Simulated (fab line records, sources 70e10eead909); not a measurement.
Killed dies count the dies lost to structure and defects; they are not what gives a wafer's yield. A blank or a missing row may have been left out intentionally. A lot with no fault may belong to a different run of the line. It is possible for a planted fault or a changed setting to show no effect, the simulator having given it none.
Matching of chambers ; flow nand_harc ; 4 sister chambers for NHARC_A_STAIRCASE_ETCH_169 on rie_diel-08
The step etches the open film in CH3F/O2, target depth 50 nm, time 107.1 s. 4 wafers are shown with their chamber, then 8 later ones without.

EACH WAFER AND ITS CHAMBER
wafer;chamber;showerhead_plenum_p_Torr (Torr)
L078.6;2;2.43
L083.1;0;2.43
L083.3;3;2.41
L092.1;1;2.33

WAFERS WITH NO CHAMBER GIVEN
wafer;showerhead_plenum_p_Torr (Torr)
L092.3;2.42
L092.4;2.40
L095.2;2.40
L095.4;2.42
L095.6;2.33
L097.1;2.33
L097.2;2.42
L097.3;2.42

WHICH CHAMBER EACH WENT THROUGH
wafer;from the rows above;in truth
L092.3;can't be placed: 3 or 0 or 2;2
L092.4;3;3
L095.2;3;3
L095.4;can't be placed: 3 or 0 or 2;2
L095.6;1;1
L097.1;1;1
L097.2;can't be placed: 3 or 0 or 2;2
L097.3;can't be placed: 3 or 0 or 2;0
Correct placement for 4 of the 8. These rows do not allow placing 4 (true chamber among the candidates in 4). Number placed wrongly: 0.
How it was worked out, from the rows above alone: a wafer's distance from a chamber is the root of the sum, over the readings, of the square of ((its reading less the chamber's mean) divided by the reading's scatter). The wafer belongs to the nearest chamber; if the next one is less than 2 further off, it can't be placed. A chamber's mean is the mean of its shown wafers. The scatter: root of mean squared gap, hidden wafer to nearest shown wafer, with one shown wafer a chamber.
